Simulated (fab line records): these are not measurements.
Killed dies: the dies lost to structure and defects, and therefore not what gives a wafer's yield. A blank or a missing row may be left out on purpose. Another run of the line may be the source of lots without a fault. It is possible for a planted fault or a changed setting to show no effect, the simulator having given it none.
fab line records	flow n5-finfet
record: lots: 6	wafers: 18	last-day: 17
route steps=1938 shown HKMG_FIN@431 BEOL_M4@1111
lots with no fault: from the same line, run without faults
start-h: hours from the record's first day to the start of the lot's first wafer shown	wait-h: hours elapsed since this lot's preceding step	" repeats the value in the row above	L1.1+2: several wafers, shown together as one row	- no value, or no start was given	* or withheld: withheld	< > ~ a bound
route shown NAME@n: a module of which the file shows steps, and the number in the route of the first	usual: mean and standard deviation over wafers with no fault	same: alike in all rows	chamber/n: place in a boat	sites: per-site readings	_std_site: the values' standard deviation	_edge_site: outer sites' mean less inner sites'	radius-mm: for every site, how far away it sits from the centre of the wafer	mask NAME#n: copy n	behind: the most recent tool/chamber to have shaped the wafer	hold: why the lot went on hold/how many hours it stayed there/how the hold came to an end	device: which transistor (n, p or np) failed to switch	end of line: the tests these same wafers got at the end of their route	for a step that has no rows: nothing shown but its recipe	killed: at the first sort, the dies lost to defects and structure; wafer yield is something else	map: per-die view of a wafer (x killed, . not killed, _ where there is no die)
set.NAME: the setting as run; set.NAME@STEP: as run at that earlier step	model.NAME: the simulator's own value behind a step, which no gauge read
a table for each step, a row for each wafer; lots at some steps of the route
services: the hour from which a tool's chamber was out of use, counted from the record's first day as start-h (under 0 if before that day), plus the number of hours and why
== steps ==
step: N5_HKMG_FIN_OVL_MEAS_13
recipe: points-per-wafer: 44
usual: NWFM_OVL: -0.1/0.74
lot.wafer	tool	chamber	start-h	wait-h	NWFM_OVL[nm]
L864.1	overlay-02	0	77.99	0.0	0.3
L864.3	"	0	"	"	-0.4
L864.6	"	0	"	"	-0.4
L865.3	overlay-01	0	79.95	0.0	-0.1
L865.4	"	0	"	"	0.2
L865.6	"	0	"	"	-0.4
L875.2	overlay-01	0	144.21	0.0	0.1
L875.3	"	0	"	"	-0.4
L875.6	"	0	"	"	1.1
L876.3	overlay-02	0	151.35	0.0	-1.1
L876.4	"	0	"	"	-2.2
L876.5	"	0	"	"	-1.4
L879.2	overlay-01	0	173.70	0.0	0.0
L879.3	"	0	"	"	-0.6
L879.5	"	0	"	"	-0.4
L886.1	overlay-02	0	213.97	0.0	0.7
L886.3	"	0	"	"	-0.1
L886.5	"	0	"	"	-0.3
step: N5_HKMG_FIN_INSPECT_14
recipe: mode: adi	inspect-instrument: macro
usual: raw-defect-count: 2.0/1.4
lot.wafer	tool	chamber	start-h	wait-h	raw-defect-count
L864.1	defect-inspect-02	-	78.01	0.0	4
L864.3	"	-	"	"	1
L864.6	"	-	"	"	1
L865.3	defect-inspect-01	-	79.98	0.0	3
L865.4	"	-	"	"	2
L865.6	"	-	"	"	2
L875.2	defect-inspect-02	-	144.23	0.0	1
L875.3	"	-	"	"	1
L875.6	"	-	"	"	2
L876.3	defect-inspect-02	-	151.38	0.0	2
L876.4	"	-	"	"	3
L876.5	"	-	"	"	4
L879.2	defect-inspect-02	-	173.73	0.0	4
L879.3	"	-	"	"	0
L879.5	"	-	"	"	4
L886.1	defect-inspect-02	-	214.00	0.0	2
L886.3	"	-	"	"	7
L886.5	"	-	"	"	3
step: N5_HKMG_FIN_DESCUM_17
recipe: chemistry: O2	time-s: 7.9	source-power-w: 50	bias-power-w: 20	pressure-mtorr: 20	rf-frequency-hz: 2.712e+07	temp-c: 40	resist: CAR-ArF	o2-flow-sccm: 225
usual: drypump-motor-current-A: 5.5/0.37	oes-product-au: 0.81/0.094	rf-vpp-V: 243.1/1.6	showerhead-plenum-p-Torr: 2.08/0.087	throttle-valve-pct: 20.4/0.3
lot.wafer	tool	chamber	start-h	wait-h	drypump-motor-current-A	oes-product-au	rf-hours-counter-h	rf-vpp-V	showerhead-plenum-p-Torr	throttle-valve-pct
L864.1	rie-diel-05	3	78.05	0.0	5.0	0.74	185	244.4	2.17	20.4
L864.3	"	2	"	"	5.7	0.81	108	239.9	1.95	20.9
L864.6	"	0	"	"	4.8	0.75	-	242.1	1.97	20.3
L865.3	rie-diel-05	0	80.01	0.0	4.9	0.74	164	243.9	1.97	20.3
L865.4	"	1	"	"	5.5	0.84	37	243.8	2.04	20.1
L865.6	"	1	"	"	5.6	0.84	-	243.0	2.05	20.1
L875.2	rie-diel-01	3	144.27	0.0	5.9	0.72	191	245.4	2.20	20.7
L875.3	"	0	"	"	6.0	0.94	25	243.0	2.02	20.0
L875.6	"	1	"	"	5.2	0.78	-	244.0	2.07	20.4
L876.3	rie-diel-01	2	151.81	0.4	5.4	0.85	58	244.8	2.17	20.6
L876.4	"	1	"	"	5.2	0.78	141	244.7	2.07	20.4
L876.5	"	3	"	"	5.9	0.72	-	245.2	2.19	20.7
L879.2	rie-diel-05	1	173.89	0.2	5.6	0.79	70	242.6	2.03	20.2
L879.3	"	3	"	"	5.0	0.72	218	243.7	2.15	20.4
L879.5	"	2	"	"	5.7	0.76	-	241.5	1.94	21.0
L886.1	rie-diel-04	0	214.03	0.0	6.0	0.90	23	245.8	2.13	20.1
L886.3	"	1	"	"	5.6	1.03	1	246.3	2.21	20.0
L886.5	"	1	"	"	5.6	1.04	-	245.9	2.21	20.0
step: N5_HKMG_FIN_ETCH_31
recipe: chemistry: CF4	target: SiARC	target-depth-a: 455	mask-material: CAR-ArF	time-s: 75.8	ion-energy-ev: 80	pressure-mtorr: 40	source-w: 545	bias-w: 36	Ar_flow_sccm: 100	cf4-flow-sccm: 100	ends: cleared
step: N5_HKMG_FIN_ETCH_32
recipe: chemistry: N2/H2	target: SOC	target-depth-a: 2400	temp-c: 40	time-s: 300	ion-energy-ev: 200	mask-material: SiARC	pressure-mtorr: 30	source-w: 840	bias-w: 150	n2-flow-sccm: 200	h2-flow-sccm: 200
usual: drypump-motor-current-A: 5.5/0.37	h2-flow-sccm: 200.0/0.62	oes-product-au: 0.80/0.094	rf-vpp-V: 523.7/2.9	showerhead-plenum-p-Torr: 2.53/0.092	throttle-valve-pct: 17.81/0.28
lot.wafer	tool	chamber	start-h	wait-h	drypump-motor-current-A	h2-flow-sccm	oes-product-au	rf-hours-counter-h	rf-vpp-V	showerhead-plenum-p-Torr	throttle-valve-pct
L864.1	rie-diel-05	3	78.14	0.0	5.0	200.5	0.74	185	526.3	2.62	17.69
L864.3	"	2	"	"	5.7	199.8	0.82	108	519.5	2.37	18.28
L864.6	"	0	"	"	4.9	199.6	0.73	-	521.0	2.45	18.04
L865.3	rie-diel-05	0	80.10	0.0	4.9	200.8	0.74	164	520.7	2.45	18.02
L865.4	"	1	"	"	5.6	200.8	0.84	37	522.7	2.49	17.56
L865.6	"	1	"	"	5.6	200.6	0.83	-	522.9	2.49	17.58
L875.2	rie-diel-01	3	144.36	0.0	5.9	200.8	0.72	192	527.1	2.64	18.00
L875.3	"	0	"	"	6.0	199.7	0.91	25	524.3	2.47	17.51
L875.6	"	1	"	"	5.2	200.3	0.74	-	521.5	2.54	17.87
L876.3	rie-diel-01	2	151.90	0.0	5.4	200.4	0.86	58	524.0	2.57	17.56
L876.4	"	1	"	"	5.2	199.5	0.74	141	523.8	2.54	17.88
L876.5	"	3	"	"	5.9	201.4	0.71	-	527.8	2.64	17.99
L879.2	rie-diel-05	1	173.99	0.0	5.6	200.0	0.79	71	520.9	2.47	17.63
L879.3	"	3	"	"	5.0	199.7	0.72	218	525.6	2.61	17.75
L879.5	"	2	"	"	5.7	201.0	0.78	-	517.4	2.36	18.36
L886.1	rie-diel-04	0	214.12	0.0	6.0	199.6	0.88	23	525.3	2.59	17.48
L886.3	"	1	"	"	5.6	200.1	0.99	1	529.8	2.73	17.71
L886.5	"	1	"	"	5.6	200.2	1.00	-	528.5	2.73	17.71
step: N5_HKMG_FIN_STRIP_33
recipe: chemistry: N2/H2	temp-c: 40	n2-flow-sccm: 200	h2-flow-sccm: 200	rf-frequency-hz: 6e+07
step: N5_HKMG_FIN_STRIP_34
recipe: chemistry: CF4	resist: SiARC	power-w: 300	bias-power-w: 75	pressure-mtorr: 50	cf4-flow-sccm: 150	rf-frequency-hz: 6e+07
step: N5_HKMG_FIN_ETCH_35
recipe: chemistry: N2/H2	target: SOC	target-depth-a: 2158	ion-energy-ev: 65	bias-w: 5	source-w: 3000	time-s: 243.4	pressure-mtorr: 30	n2-flow-sccm: 200	h2-flow-sccm: 200
step: N5_HKMG_FIN_STRIP_92
recipe: chemistry: N2/H2	material: SOC	time-s: 20	power-w: 500	temp-c: 40	pressure-mtorr: 50	rf-frequency-hz: 6e+07	bias-power-w: 8	h2-frac: 0.5	n2-flow-sccm: 300	h2-flow-sccm: 300
step: N5_HKMG_FIN_WET_ETCH_18
recipe: chemistry: SC1	target: TiN	mix: 1:1:5	temp-c: *	time-s: 55	target-depth-nm: 5.2	dry: ipa-marangoni	rinse-time-s: 30	rinse-temp-c: 23
step: N5_HKMG_FIN_STRIP_19
recipe: chemistry: N2/H2	power-w: 2500	temp-c: 300	h2-frac: 0.65	time-s: 360	pressure-mtorr: withheld	n2-flow-sccm: 1750	h2-flow-sccm: 3250
usual: drypump-motor-current-A: 5.8/0.85	h2-flow-sccm: 3250/10	heater-power-w: 452/17
lot.wafer	tool	chamber	start-h	wait-h	drypump-motor-current-A	h2-flow-sccm	heater-power-w	rf-hours-counter-h
L864.1	plasma-asher-02	0	78.64	0.0	6.7	3256	468	39
L864.3	"	1	"	"	4.8	3257	448	-
L864.6	"	0	"	"	6.8	3258	463	-
L865.3	plasma-asher-02	1	80.73	0.1	4.8	3250	423	-
L865.4	"	0	"	"	6.7	3261	462	-
L865.6	"	1	"	"	4.8	3241	423	-
L875.2	plasma-asher-02	1	144.86	0.0	4.8	3231	421	53
L875.3	"	0	"	"	6.7	3259	459	-
L875.6	"	1	"	"	4.8	3264	433	-
L876.3	plasma-asher-01	0	152.54	0.1	5.4	3247	483	-
L876.4	"	1	"	"	6.5	3252	447	-
L876.5	"	1	"	"	6.5	3246	440	-
L879.2	plasma-asher-02	0	174.50	0.0	6.7	3264	450	58
L879.3	"	0	"	"	6.7	3256	455	-
L879.5	"	0	"	"	6.7	3249	461	-
L886.1	plasma-asher-02	0	214.63	0.0	6.7	3248	454	67
L886.3	"	1	"	"	4.8	3252	430	-
L886.5	"	0	"	"	6.8	3250	467	-
step: N5_HKMG_FIN_ALD_91
recipe: material: TiN	target-thk-a: 10	temp-c: 400	ald-precursor-family: TiCl4	ald-co-reactant: NH3	pulse-time-s: 1	purge-time-s: 3	co-reactant-purge-time-s: 2	co-reactant-pulse-time-s: 2	ald-cycles: 47	pressure-torr: 3
usual: heater-power-outer-w: 563/78	heater-power-w: 911/130	precursor-pulse-height-rel: 1.002/0.02
same: co-reactant-pulse-time-s: 2	purge-time-s: 3
lot.wafer	tool	chamber	start-h	wait-h	heater-power-outer-w	heater-power-w	precursor-pulse-height-rel
L864.1	ald-metal-01	3	79.03	0.3	447	712	1.013
L864.3	"	1	"	"	774	1119	1.006
L864.6	"	1	"	"	762	1157	0.970
L865.3	ald-metal-03	2	80.99	0.1	489	809	1.027
L865.4	"	1	"	"	524	843	1.020
L865.6	"	3	"	"	593	833	1.007
L875.2	ald-metal-04	2	145.25	0.3	593	1037	0.961
L875.3	"	1	"	"	560	926	0.979
L875.6	"	3	"	"	487	844	1.010
L876.3	ald-metal-01	3	152.81	0.1	454	711	0.982
L876.4	"	1	"	"	752	1192	0.990
L876.5	"	1	"	"	776	1183	1.031
L879.2	ald-metal-01	1	174.88	0.3	766	1153	1.028
L879.3	"	3	"	"	459	681	1.034
L879.5	"	1	"	"	731	1191	1.006
L886.1	ald-metal-01	0	215.01	0.3	478	749	0.991
L886.3	"	1	"	"	766	1194	0.975
L886.5	"	0	"	"	474	747	1.003
step: N5_HKMG_FIN_COAT_85
recipe: resist: SOC	temp-c: 250	time-s: 60	spin-rpm: 1500	resist-thk-nm: 300
usual: heater-power-total-W: 500.7/1.7	resist-line-temp-C: 22.98/0.12	spin-speed-rpm: 1499.8/0.98
lot.wafer	tool	chamber	start-h	wait-h	heater-power-total-W	resist-line-temp-C	spin-speed-rpm	model.SOC_of_HKMG_FIN_COAT_85.thk-nm
L864.1	litho-track-02	0	79.30	0.2	501.9	22.97	1499.0	299.2
L864.3	"	0	"	"	501.9	23.02	1498.7	298.6
L864.6	"	0	"	"	502.1	22.98	1499.3	300
L865.3	litho-track-03	0	81.28	0.2	498.8	22.82	1500.6	300.2
L865.4	"	0	"	"	497.6	22.93	1499.8	300.2
L865.6	"	0	"	"	502.5	22.89	1498.8	300.4
L875.2	litho-track-03	0	145.53	0.2	499.8	23.07	1460.3	305
L875.3	"	0	"	"	501.1	23.17	1461.1	304
L875.6	"	0	"	"	501.6	23.12	1459.7	305
L876.3	litho-track-03	0	153.09	0.2	503.3	23.18	1461.5	304
L876.4	"	0	"	"	502.6	23.09	1462.9	304.2
L876.5	"	0	"	"	502.7	22.98	1460.8	305
L879.2	litho-track-02	0	175.16	0.2	500.5	22.83	1500.5	300
L879.3	"	0	"	"	502.2	22.86	1500.8	299.8
L879.5	"	0	"	"	502.2	22.91	1500.7	300.2
L886.1	litho-track-02	0	215.29	0.2	502.3	23.10	1499.0	300.6
L886.3	"	0	"	"	501.3	23.12	1499.5	299.2
L886.5	"	0	"	"	498.6	23.05	1500.8	300.2
step: N5_HKMG_FIN_ETCH_86
recipe: chemistry: N2/H2	target: SOC	target-depth-a: 3932	stop-on: TiN	ion-energy-ev: 100	bias-w: 61	pressure-mtorr: 30	source-w: 850	n2-flow-sccm: 200	h2-flow-sccm: 200
usual: drypump-motor-current-A: 5.5/0.38	h2-flow-sccm: 199.9/0.59	oes-product-au: 0.77/0.092	rf-vpp-V: 240.7/1.5	showerhead-plenum-p-Torr: 2.53/0.091	throttle-valve-pct: 17.81/0.27
lot.wafer	tool	chamber	start-h	wait-h	drypump-motor-current-A	h2-flow-sccm	oes-product-au	rf-hours-counter-h	rf-vpp-V	showerhead-plenum-p-Torr	throttle-valve-pct
L864.1	rie-diel-05	2	79.37	-	5.7	200.4	0.80	108	239.3	2.37	18.28
L864.3	"	3	"	"	5.0	199.6	0.71	185	240.8	2.62	17.67
L864.6	"	1	"	"	5.5	198.7	0.85	-	239.1	2.49	17.56
L865.3	rie-diel-05	1	81.33	-	5.6	200.5	0.84	38	240.3	2.49	17.56
L865.4	"	2	"	"	5.7	198.1	0.80	110	238.8	2.37	18.26
L865.6	"	0	"	"	4.8	200.0	0.72	-	240.6	2.45	18.01
L875.2	rie-diel-01	1	145.59	-	5.2	200.1	0.76	139	241.0	2.54	17.85
L875.3	"	3	"	"	5.9	200.3	0.71	192	241.0	2.64	17.96
L875.6	"	0	"	"	6.0	200.1	0.92	-	239.3	2.47	17.50
L876.3	rie-diel-05	1	153.15	-	5.6	199.3	0.82	64	240.4	2.48	17.60
L876.4	"	3	"	"	5.0	200.4	0.69	212	241.4	2.61	17.72
L876.5	"	0	"	"	4.9	199.7	0.71	-	239.2	2.44	18.04
L879.2	rie-diel-04	2	175.25	-	5.7	200.0	0.69	235	242.2	2.58	17.98
L879.3	"	0	"	"	6.0	200.1	0.92	7	240.6	2.60	17.43
L879.5	"	0	"	"	6.0	200.8	0.93	-	240.0	2.60	17.45
L886.1	rie-diel-05	2	215.35	-	5.7	200.0	0.76	158	236.6	2.35	18.36
L886.3	"	3	"	"	5.0	199.3	0.68	231	242.4	2.60	17.76
L886.5	"	1	"	"	5.6	200.4	0.79	-	240.2	2.47	17.64
step: N5_BEOL_M4_RC_MEAS_101
usual: DIBL_N: 36.1/2	DIBL_P: 36.3/2.4	IOFF_N: 0.15/0.035	IOFF_P: 0.21/0.039	ION_N: 672/15	ION_P: 463/9.7	SS_N: 71.5/0.7	SS_P: 73.2/0.75	VT_N: 251/3.6	VT_P: -250/3.8
lot.wafer	tool	chamber	start-h	wait-h	DIBL_N[mV/V]	DIBL_P[mV/V]	IOFF_N[nA/um]	IOFF_P[nA/um]	ION_N[uA/um]	ION_P[uA/um]	SS_N[mV/dec]	SS_P[mV/dec]	VT_N[mV]	VT_P[mV]
L864.1	prober-01	0	174.26	0.0	35.5	35.3	0.14	0.20	668	469	70.8	72.7	252	-247
L864.3	"	0	"	"	37.1	36.5	0.15	0.21	655	457	72.1	73.5	255	-249
L864.6	"	0	"	"	34.0	33.5	0.11	0.18	651	456	70.9	72.8	257	-251
L865.3	prober-02	0	174.31	0.3	39.6	41.2	0.22	0.26	684	458	72.4	74.3	246	-251
L865.4	"	0	"	"	35.8	36.8	0.16	0.20	679	460	71.4	73.7	250	-252
L865.6	"	0	"	"	38.1	39.2	0.19	0.23	681	458	72.1	73.5	247	-251
L875.2	prober-02	0	239.99	0.2	37.9	37.6	0.18	0.25	661	452	72.7	73.6	249	-248
L875.3	"	0	"	"	34.5	34.4	0.14	0.20	670	468	71.2	72.3	249	-249
L875.6	"	0	"	"	34.5	34.2	0.14	0.19	656	449	71.5	72.7	252	-251
L876.3	prober-01	0	246.33	0.3	37.6	37.9	0.19	0.24	694	479	72.0	73.2	244	-249
L876.4	"	0	"	"	37.0	36.2	0.17	0.22	668	458	72.0	74.1	248	-248
L876.5	"	0	"	"	37.9	37.2	0.19	0.24	712	479	71.9	72.9	248	-249
L879.2	prober-01	0	264.07	0.2	37.5	37.4	0.18	0.27	688	476	72.2	73.8	248	-242
L879.3	"	0	"	"	33.1	33.3	0.13	0.20	684	474	70.5	72.5	252	-247
L879.5	"	0	"	"	34.8	34.1	0.14	0.22	680	476	72.0	72.7	251	-246
L886.1	prober-01	0	310.95	0.0	39.8	40.2	0.20	0.29	699	476	72.3	73.3	248	-243
L886.3	"	0	"	"	38.9	37.7	0.18	0.23	682	461	72.0	73.3	248	-250
L886.5	"	0	"	"	35.8	34.4	0.12	0.18	650	457	71.3	73.0	254	-248
== services ==
tool	chamber	start-h	hours	kind
plasma-asher-01	-	56.34	2.8	pm
rie-diel-04	-	64.98	1.1	repair
rie-diel-01	1	81.27	3.3	repair
rie-diel-04	-	81.92	2.8	pm
rie-diel-04	0	146.67	-	clean
rie-diel-04	0	146.67	-	consumable-replace:focus-ring
rie-diel-04	0	146.67	13.9	scheduled-down
rie-diel-04	0	146.67	13.9	vent-cycle
rie-diel-05	0	148.21	4.6	repair
rie-diel-04	3	160.57	-	clean
rie-diel-04	3	160.57	-	consumable-replace:focus-ring
rie-diel-04	3	160.57	28.2	scheduled-down
rie-diel-04	3	160.57	28.2	vent-cycle
plasma-asher-01	-	195.21	4.3	pm
rie-diel-01	3	195.47	16.5	repair
rie-diel-04	1	196.86	-	clean
rie-diel-04	1	196.86	-	consumable-replace:focus-ring
rie-diel-04	1	196.86	-	consumable-replace:showerhead
rie-diel-04	1	196.86	14.6	scheduled-down
rie-diel-04	1	196.86	14.6	vent-cycle
rie-diel-04	0	199.60	4.3	repair
rie-diel-04	2	211.62	-	clean
rie-diel-04	2	211.62	-	consumable-replace:focus-ring
== key ==
first-sign: step: N5_HKMG_FIN_COAT_85	reading: spin-speed-rpm	direction: down	sigmas: 40	usual: *	struck: *
effect none on later readings
model-effect: step: N5_HKMG_FIN_COAT_85	value: SOC_of_HKMG_FIN_COAT_85.thk-nm	without: 300.5	struck: 304.5
met-at N5_HKMG_FIN_COAT_85
struck-wafers L875.2,L875.3,L875.6,L876.3,L876.4,L876.5
onset-between 81.28 145.53
fault: kind: process-parameter-drift	tool: litho-track-03	chamber: -	onset-h: 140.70	steps: N5_HKMG_FIN_COAT_85	channel: spin-rpm	offset: *	shape: step	end-h: 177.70	acts-in: *	stated: *
